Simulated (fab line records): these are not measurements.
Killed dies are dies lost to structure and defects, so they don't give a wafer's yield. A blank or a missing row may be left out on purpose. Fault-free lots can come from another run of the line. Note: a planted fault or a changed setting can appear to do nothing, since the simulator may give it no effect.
Chamber matching + flow nand-harc + 4 sister chambers for NHARC_A_CHANNEL_FILL_D1_ALD_02 on ald-hk-04
The step deposits SiO2, target thk 6 nm, pulse time 10 s, ald cycles 60. 7 wafers are shown with their chamber, then 8 later ones without.

## WAFERS WITH THEIR CHAMBER
| wafer  | chamber | heater-power-w (W) | precursor-pulse-height-rel |
|--------|---------|--------------------|----------------------------|
| L075.6 | 1       | 535                | 1.012                      |
| L078.5 | 1       | 513                | 0.989                      |
| L085.3 | 0       | 486                | 0.986                      |
| L086.3 | 3       | 483                | 0.995                      |
| L086.4 | 2       | 453                | 0.974                      |
| L086.6 | 3       | 473                | 1.022                      |
| L090.1 | 2       | 464                | 0.992                      |

## WAFERS MISSING THEIR CHAMBER
| wafer  | heater-power-w (W) | precursor-pulse-height-rel |
|--------|--------------------|----------------------------|
| L090.3 | 476                | 1.008                      |
| L090.4 | 529                | 0.973                      |
| L096.3 | 439                | 0.972                      |
| L096.4 | 487                | 0.998                      |
| L096.6 | 492                | 1.024                      |
| L095.3 | 533                | 0.977                      |
| L095.4 | 480                | 0.981                      |
| L095.5 | 518                | 0.979                      |

## CHAMBER TAKEN BY EACH
| wafer  | from the rows above          | in truth |
|--------|------------------------------|----------|
| L090.3 | can't be placed: 3 or 0      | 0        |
| L090.4 | 1                            | 1        |
| L096.3 | 2                            | 2        |
| L096.4 | can't be placed: 0 or 3      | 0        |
| L096.6 | can't be placed: 3 or 0 or 1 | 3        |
| L095.3 | 1                            | 1        |
| L095.4 | can't be placed: 0 or 3 or 2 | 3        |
| L095.5 | can't be placed: 1 or 0      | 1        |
Correct placement for 3 of the 8. Unplaceable from these rows: 5, with the true chamber sitting among the candidates in 5. Wrongly placed: 0.
How it was worked out, from the rows above alone: a wafer's distance from a chamber is the root of the sum, over the readings, of the square of ((its reading less the chamber's mean) divided by the reading's scatter). The wafer belongs to the nearest chamber; if the next one is less than 2 further off, it can't be placed. The mean given for a chamber averages the wafers shown for that chamber. How the scatter is found: for the shown wafers, subtract from each reading the mean of its chamber, square and add these, divide the total by (wafers less chambers), then take the root.
